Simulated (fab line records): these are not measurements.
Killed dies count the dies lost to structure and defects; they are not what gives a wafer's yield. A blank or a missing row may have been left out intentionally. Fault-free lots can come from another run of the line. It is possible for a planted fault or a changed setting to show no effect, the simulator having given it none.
Which tool was responsible? + flow nandHarc + 15 lots with 45 wafers sampled at 3 steps, on a route of 1159 steps

## WHAT EACH GAUGE READ, for each wafer
NHARC_A_BLC_INSPECT_28.
| lot  | measured     | on               | rawDefectCount |
|------|--------------|------------------|----------------|
| L547 | day 17 18:59 | defectInspect-02 | 573 496 510    |
| L546 | day 17 19:46 | defectInspect-02 | 452 425 261    |
| L552 | day 18 20:16 | defectInspect-02 | 425 447 646    |
| L554 | day 18 21:15 | defectInspect-01 | 297 402 274    |
| L553 | day 19 09:58 | defectInspect-02 | 377 391 408    |
| L560 | day 20 08:59 | defectInspect-02 | 505 465 423    |
| L559 | day 20 09:26 | defectInspect-01 | 598 379 520    |
| L561 | day 20 19:17 | defectInspect-01 | 269 377 284    |
| L562 | day 21 15:46 | defectInspect-02 | 467 448 515    |
| L563 | day 21 23:49 | defectInspect-02 | 490 313 452    |
| L566 | day 22 00:17 | defectInspect-02 | 326 328 292    |
| L564 | day 22 07:46 | defectInspect-02 | 391 354 393    |
| L567 | day 22 19:39 | defectInspect-02 | 679 532 560    |
| L569 | day 23 04:27 | defectInspect-01 | 299 448 292    |
| L568 | day 23 06:39 | defectInspect-02 | 477 546 310    |

## TOOL THAT RAN EACH LOT (tool first, then ch and the chambers of the sampled wafers, then the start)
| lot  | NHARC_A_BLC_ETCH_17                          | NHARC_A_BLC_STRIP_21              |
|------|----------------------------------------------|-----------------------------------|
| L547 | rieDiel-13 ch 0,2,3, day 17 16:54 or earlier | rieDiel-13 ch 0,2,3, day 17 16:54 |
| L546 | rieDiel-07 ch 2,3, day 17 17:56 or earlier   | rieDiel-04 ch 0,1,3, day 17 17:56 |
| L552 | rieDiel-13 ch 2,3, day 18 18:16 or earlier   | rieDiel-07 ch 0,2,3, day 18 18:16 |
| L554 | rieDiel-13 ch 0,2,3, day 18 19:27 or earlier | rieDiel-04 ch 1,2,3, day 18 19:27 |
| L553 | rieDiel-07 ch 1,2, day 19 07:21 or earlier   | rieDiel-07 ch 0,1, day 19 07:21   |
| L560 | rieDiel-07 ch 0,1,2, day 20 05:03 or earlier | rieDiel-07 ch 0,1, day 20 05:03   |
| L559 | rieDiel-04 ch 1,2,3, day 20 05:37 or earlier | rieDiel-07 ch 0,1,3, day 20 05:37 |
| L561 | rieDiel-07 ch 0,3, day 20 17:28 or earlier   | rieDiel-13 ch 0,2,3, day 20 17:28 |
| L562 | rieDiel-07 ch 1,2, day 21 07:53 or earlier   | rieDiel-13 ch 0,1, day 21 07:53   |
| L563 | rieDiel-13 ch 1,2,3, day 21 18:18 or earlier | rieDiel-13 ch 0,2,3, day 21 18:18 |
| L566 | rieDiel-07 ch 0,1,2, day 21 19:08 or earlier | rieDiel-07 ch 0,1,2, day 21 19:08 |
| L564 | rieDiel-04 ch 1,2,3, day 22 05:59 or earlier | rieDiel-13 ch 0,1,2, day 22 05:59 |
| L567 | rieDiel-13 ch 1,2,3, day 22 11:52 or earlier | rieDiel-07 ch 0,1,2, day 22 11:52 |
| L569 | rieDiel-13 ch 0,3, day 23 00:52 or earlier   | rieDiel-13 ch 0,1,3, day 23 00:52 |
| L568 | rieDiel-07 ch 1,2, day 23 01:18 or earlier   | rieDiel-13 ch 0,3, day 23 01:18   |
- NHARC_A_BLC_ETCH_17: etches the open film in N2/H2, target depth 390 nm, time 609.38 s.
- NHARC_A_BLC_STRIP_21: strips in O2.

## WHAT THE TOOLS THEMSELVES READ (means of the sampled wafers that have a number; where no wafer has one, the mark that the record gives instead)
NHARC_A_BLC_ETCH_17.
| lot  | tool       | drypumpMotorCurrentA (A) | oesProductAu (a.u.) | rfVppV (V) | showerheadPlenumPTorr (Torr) | throttleValvePct (%) |
|------|------------|--------------------------|---------------------|------------|------------------------------|----------------------|
| L547 | rieDiel-13 | 6.0                      | 0.989               | 433.4      | 2.16                         | 14.174               |
| L546 | rieDiel-07 | 5.3                      | 1.004               | 430.4      | 2.05                         | 14.177               |
| L552 | rieDiel-13 | 5.9                      | 0.998               | 433.9      | 2.17                         | 14.171               |
| L554 | rieDiel-13 | 6.0                      | 0.995               | 433.6      | 2.16                         | 14.170               |
| L553 | rieDiel-07 | 5.3                      | 1.003               | 430.3      | 2.01                         | 14.179               |
| L560 | rieDiel-07 | 5.4                      | 0.997               | 430.0      | 2.03                         | 14.176               |
| L559 | rieDiel-04 | 5.5                      | 1.002               | 430.3      | 2.03                         | 14.177               |
| L561 | rieDiel-07 | 5.4                      | 0.996               | 429.8      | 2.03                         | 14.176               |
| L562 | rieDiel-07 | 5.3                      | 0.993               | 430.3      | 2.01                         | 14.174               |
| L563 | rieDiel-13 | 5.9                      | 0.998               | 433.7      | 2.15                         | 14.174               |
| L566 | rieDiel-07 | 5.4                      | 0.994               | 429.8      | 2.03                         | 14.177               |
| L564 | rieDiel-04 | 5.5                      | 0.997               | 430.5      | 2.02                         | 14.174               |
| L567 | rieDiel-13 | 5.9                      | 1.001               | 433.3      | 2.15                         | 14.164               |
| L569 | rieDiel-13 | 6.2                      | 0.998               | 434.1      | 2.16                         | 14.166               |
| L568 | rieDiel-07 | 5.3                      | 0.996               | 430.0      | 2.01                         | 14.180               |

NHARC_A_BLC_STRIP_21.
| lot  | tool       | drypumpMotorCurrentA (A) | oesProductAu (a.u.) | rfVppV (V) | showerheadPlenumPTorr (Torr) | throttleValvePct (%) |
|------|------------|--------------------------|---------------------|------------|------------------------------|----------------------|
| L547 | rieDiel-13 | 6.0                      | 1.003               | 58.4       | 3.71                         | 17.047               |
| L546 | rieDiel-04 | 5.7                      | 1.004               | 57.7       | 3.51                         | 17.038               |
| L552 | rieDiel-07 | 5.4                      | 0.998               | 58.1       | 3.55                         | 17.026               |
| L554 | rieDiel-04 | 5.5                      | 1.009               | 57.5       | 3.52                         | 17.045               |
| L553 | rieDiel-07 | 5.4                      | 1.004               | 57.3       | 3.46                         | 17.034               |
| L560 | rieDiel-07 | 5.4                      | 0.992               | 57.9       | 3.46                         | 17.048               |
| L559 | rieDiel-07 | 5.4                      | 0.992               | 56.4       | 3.49                         | 17.033               |
| L561 | rieDiel-13 | 6.0                      | 0.986               | 58.4       | 3.71                         | 17.039               |
| L562 | rieDiel-13 | 5.9                      | 0.998               | 57.5       | 3.67                         | 17.031               |
| L563 | rieDiel-13 | 6.0                      | 0.996               | 58.0       | 3.71                         | 17.038               |
| L566 | rieDiel-07 | 5.4                      | 0.986               | 57.5       | 3.51                         | 17.035               |
| L564 | rieDiel-13 | 5.8                      | 0.997               | 57.3       | 3.68                         | 17.046               |
| L567 | rieDiel-07 | 5.4                      | 0.995               | 57.6       | 3.51                         | 17.026               |
| L569 | rieDiel-13 | 6.0                      | 0.998               | 58.2       | 3.69                         | 17.034               |
| L568 | rieDiel-13 | 6.2                      | 0.992               | 57.9       | 3.72                         | 17.040               |

## THE ANSWER, worked out from the rows above alone
Rule: what is usual is taken from the lots themselves. The widest of any qualifying gaps counts: lots, ordered by their means at a reading, are off when they make up no more than a third of the lots, leave a main group of 4 or more, and stand apart from it by 3 or more times the standard deviation of that group's means. Not used: any main group whose means are identical at the precision the tables above print for the reading. Also off: a lot with no number at a reading for which 4 or more lots have one. All remaining lots with rows at the step are treated as sound. Order of review: gauges by route order, followed by the tools' own readings, for which a lot's mean as printed above is used. The first step at which some lot is off is used, and at that step the reading that is off furthest; a lot without a number counts as furthest.
Nothing can be told from this: no lot is off at any reading shown.

## WHAT WAS PUT IN BY THE SIMULATOR
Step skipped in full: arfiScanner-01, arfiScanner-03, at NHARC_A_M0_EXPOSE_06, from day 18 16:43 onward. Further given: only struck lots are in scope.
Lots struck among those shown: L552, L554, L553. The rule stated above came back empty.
